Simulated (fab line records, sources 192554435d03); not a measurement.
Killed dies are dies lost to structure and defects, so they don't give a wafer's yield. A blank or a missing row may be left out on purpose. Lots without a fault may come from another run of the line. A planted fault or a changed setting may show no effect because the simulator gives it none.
Which tool did it? | flow n5_finfet | 11 lots, 33 wafers sampled, at 5 steps of a route of 1938

WHAT THE GAUGES READ, wafer by wafer
The record holds no reading of a measuring or inspecting step that can be judged against a usual standard deviation.

WHICH TOOL RAN EACH LOT (tool, then ch and the chambers of the sampled wafers, then the start)
lot  | N5_BEOL_M9_PRE_CLEAN_45      | N5_BEOL_M15_DEP_53              | N5_MIM_BOT_ETCH_ETCH_03           | N5_MIM_BOT_ETCH_ETCH_00           | N5_PASSIVATION_PROBE_49
L775 | pvd_sputter-03, day 12 18:52 | pecvd-04 ch 0,1,2, day 14 11:40 | rie_metal-01 ch 0,1, day 14 16:47 | rie_metal-01 ch 0,1, day 14 16:53 | -
L777 | pvd_sputter-01, day 13 00:01 | pecvd-02 ch 0,2, day 14 19:02   | rie_metal-01 ch 0,1, day 15 01:58 | rie_metal-01 ch 0,1, day 15 02:04 | -
L779 | pvd_sputter-01, day 14 06:42 | pecvd-02 ch 0,2, day 16 03:59   | rie_metal-03 ch 0,1, day 16 10:08 | rie_metal-03 ch 0,1, day 16 10:14 | -
L781 | pvd_sputter-03, day 15 03:02 | pecvd-03 ch 0,1,2, day 16 23:57 | rie_metal-01 ch 0,1, day 17 03:53 | rie_metal-01 ch 0,1, day 17 03:59 | -
L780 | pvd_sputter-03, day 15 03:07 | pecvd-02 ch 0,2, day 16 23:38   | rie_metal-03 ch 0,1, day 17 03:43 | rie_metal-03 ch 0,1, day 17 03:49 | -
L784 | pvd_sputter-03, day 15 09:31 | pecvd-04 ch 0,1, day 17 02:11   | rie_metal-02 ch 0,1, day 17 07:16 | rie_metal-02 ch 0,1, day 17 07:21 | -
L782 | pvd_sputter-01, day 15 12:10 | pecvd-04 ch 0,1,2, day 17 06:01 | rie_metal-03 ch 0,1, day 17 11:50 | rie_metal-03 ch 0,1, day 17 11:56 | -
L785 | pvd_sputter-01, day 15 15:01 | pecvd-03 ch 0,1,2, day 17 15:25 | rie_metal-01 ch 0,1, day 17 22:22 | rie_metal-01 ch 0,1, day 17 22:27 | prober-01, day 18 08:48
L786 | pvd_sputter-01, day 15 22:55 | pecvd-04 ch 0,1,2, day 17 22:37 | rie_metal-03 ch 0,1, day 18 04:05 | rie_metal-03 ch 0,1, day 18 04:11 | prober-01, day 18 15:26
L787 | pvd_sputter-01, day 16 08:20 | pecvd-04 ch 0,1, day 18 06:14   | rie_metal-01 ch 0,1, day 18 12:04 | rie_metal-01 ch 0,1, day 18 12:10 | prober-02, day 19 02:43
L789 | pvd_sputter-02, day 16 14:59 | pecvd-03 ch 0,2, day 18 07:25   | rie_metal-02 ch 0,1, day 18 11:35 | rie_metal-02 ch 0,1, day 18 11:40 | prober-01, day 18 20:04
- N5_BEOL_M9_PRE_CLEAN_45: time 30 s.
- N5_BEOL_M15_DEP_53: deposits SiCN from 3MS/NH3, target thk 50 nm, time 17.8 s.
- N5_MIM_BOT_ETCH_ETCH_03: etches the open film in Cl2/BCl3, target depth 12 nm.
- N5_MIM_BOT_ETCH_ETCH_00: etches TiN in Cl2/BCl3, target depth 45.5 nm.
- N5_PASSIVATION_PROBE_49

WHAT THE TOOLS THEMSELVES READ (means of the sampled wafers that have a number; where no wafer has one, the mark that the record gives instead)
N5_BEOL_M9_PRE_CLEAN_45. Usual: heater_power_w 334 W, standard deviation 35.
lot  | tool           | heater_power_w (W) | flag
L775 | pvd_sputter-03 | 350                |
L777 | pvd_sputter-01 | 314                |
L779 | pvd_sputter-01 | 314                |
L781 | pvd_sputter-03 | 344                |
L780 | pvd_sputter-03 | 342                |
L784 | pvd_sputter-03 | 302                |
L782 | pvd_sputter-01 | 340                |
L785 | pvd_sputter-01 | 327                |
L786 | pvd_sputter-01 | 321                |
L787 | pvd_sputter-01 | 316                |
L789 | pvd_sputter-02 | 354                |

N5_BEOL_M15_DEP_53. Usual: showerhead_plenum_p_Torr 4.147 Torr, standard deviation 0.019; throttle_valve_pct 18.1 %, standard deviation 1.1.
lot  | tool     | showerhead_plenum_p_Torr (Torr) | throttle_valve_pct (%) | flag
L775 | pecvd-04 | 4.147                           | 18.7                   |
L777 | pecvd-02 | 4.155                           | 17.6                   |
L779 | pecvd-02 | 4.160                           | 17.6                   |
L781 | pecvd-03 | 4.146                           | 17.4                   |
L780 | pecvd-02 | 4.153                           | 17.6                   |
L784 | pecvd-04 | 4.149                           | 19.6                   |
L782 | pecvd-04 | 4.141                           | 18.7                   |
L785 | pecvd-03 | 4.139                           | 17.5                   |
L786 | pecvd-04 | 4.142                           | 18.8                   |
L787 | pecvd-04 | 4.151                           | 19.8                   |
L789 | pecvd-03 | 4.144                           | 17.5                   |

N5_MIM_BOT_ETCH_ETCH_03. Usual: drypump_motor_current_A 5.8 A, standard deviation 0.6; oes_product_au 0.76 a.u., standard deviation 0.06; throttle_valve_pct 27.46 %, standard deviation 0.15.
lot  | tool         | drypump_motor_current_A (A) | oes_product_au (a.u.) | throttle_valve_pct (%) | flag
L775 | rie_metal-01 | 5.3                         | 0.73                  | 27.53                  |
L777 | rie_metal-01 | 5.2                         | 0.73                  | 27.51                  |
L779 | rie_metal-03 | 6.1                         | 0.81                  | 27.33                  |
L781 | rie_metal-01 | 5.2                         | 0.73                  | 27.51                  |
L780 | rie_metal-03 | 6.4                         | 0.79                  | 27.37                  |
L784 | rie_metal-02 | 6.2                         | 0.80                  | 27.42                  |
L782 | rie_metal-03 | 6.0                         | 0.80                  | 27.35                  |
L785 | rie_metal-01 | 5.2                         | 0.72                  | 27.52                  |
L786 | rie_metal-03 | 6.0                         | 0.80                  | 27.35                  |
L787 | rie_metal-01 | 5.3                         | 0.72                  | 27.55                  |
L789 | rie_metal-02 | 5.9                         | 0.72                  | 27.59                  |

N5_MIM_BOT_ETCH_ETCH_00. Usual: drypump_motor_current_A 5.8 A, standard deviation 0.6; oes_product_au 0.76 a.u., standard deviation 0.061; throttle_valve_pct 21.88 %, standard deviation 0.18.
lot  | tool         | drypump_motor_current_A (A) | oes_product_au (a.u.) | throttle_valve_pct (%) | flag
L775 | rie_metal-01 | 5.4                         | 0.74                  | 21.92                  |
L777 | rie_metal-01 | 5.2                         | 0.74                  | 21.86                  |
L779 | rie_metal-03 | 6.0                         | 0.82                  | 21.75                  |
L781 | rie_metal-01 | 5.2                         | 0.73                  | 21.88                  |
L780 | rie_metal-03 | 6.4                         | 0.79                  | 21.80                  |
L784 | rie_metal-02 | 6.2                         | 0.79                  | 21.94                  |
L782 | rie_metal-03 | 6.0                         | 0.80                  | 21.76                  |
L785 | rie_metal-01 | 5.2                         | 0.73                  | 21.88                  |
L786 | rie_metal-03 | 6.0                         | 0.80                  | 21.75                  |
L787 | rie_metal-01 | 5.4                         | 0.72                  | 21.94                  |
L789 | rie_metal-02 | 5.9                         | 0.72                  | 22.12                  |

N5_PASSIVATION_PROBE_49. Usual: defect_limited_yield 91.3 %, standard deviation 1.4; killed_at_M0_to_M3 34, standard deviation 10; killed_at_M4_up 14, standard deviation 5.5; killed_at_contacts 12, standard deviation 6; killed_at_front_end 40, standard deviation 10; killed_at_other 3.0, standard deviation 2.4; killed_dies 103, standard deviation 17; killed_on_rim 13, standard deviation 4.3; killed_open 68, standard deviation 13; killed_short 34, standard deviation 7.8; sort_bin_5_function 5.1 %, standard deviation 0.97; sort_bin_6_memory 3.3 %, standard deviation 0.66; sort_n_pass 1077, standard deviation 17; sort_yield_pct 91.2 %, standard deviation 1.4.
lot  | tool      | defect_limited_yield (%) | killed_at_M0_to_M3 | killed_at_M4_up | killed_at_contacts | killed_at_front_end | killed_at_other | killed_dies | killed_on_rim | killed_open | killed_short | sort_bin_5_function (%) | sort_bin_6_memory (%) | sort_n_pass | sort_yield_pct (%) | flag
L785 | prober-01 | 91.0                     | 28                 | 19              | 8                  | 47                  | 4.0             | 106         | 15            | 67          | 38           | 5.0                     | 3.8                   | 1074        | 91.0               |
L786 | prober-01 | 81.5                     | 42                 | 123             | 9                  | 41                  | 3.3             | 218         | 20            | 66          | 40           | 11.2                    | 4.4                   | 962         | 81.5               | OFF
L787 | prober-02 | 84.7                     | 27                 | 110             | 14                 | 26                  | 3.0             | 180         | 24            | 50          | 28           | 8.8                     | 3.5                   | 1000        | 84.7               | OFF
L789 | prober-01 | 89.9                     | 43                 | 17              | 10                 | 48                  | 1.7             | 119         | 14            | 88          | 29           | 6.1                     | 3.6                   | 1061        | 89.9               |

THE ANSWER, worked out from the rows above alone
Rule: a lot is off if the mean of its wafers that have a number lies more than 3 standard deviations from the usual mean. A lot without any number at a reading at which 4 lots or more have one is off too. The other lots that the step has rows for count as sound. The gauges are gone through in route order, then the tools' own readings, and for those a lot's mean is taken as printed above. The first step at which some lot is off is used, and at that step the reading that is off furthest; a lot without a number counts as furthest.
Off: L786, L787, at N5_PASSIVATION_PROBE_49 (killed_at_M4_up). Neither off nor sound, because the step has no rows for them: L775, L777, L779, L781, L780, L784, L782.
A tool fits if, at that step or a process step before it, it ran every lot that is off, and no sound lot after the first of them. Can't be told from this: 2 tools fit, pvd_sputter-01 at N5_BEOL_M9_PRE_CLEAN_45, pecvd-04 at N5_BEOL_M15_DEP_53.

WHAT THE SIMULATOR HAD PUT IN
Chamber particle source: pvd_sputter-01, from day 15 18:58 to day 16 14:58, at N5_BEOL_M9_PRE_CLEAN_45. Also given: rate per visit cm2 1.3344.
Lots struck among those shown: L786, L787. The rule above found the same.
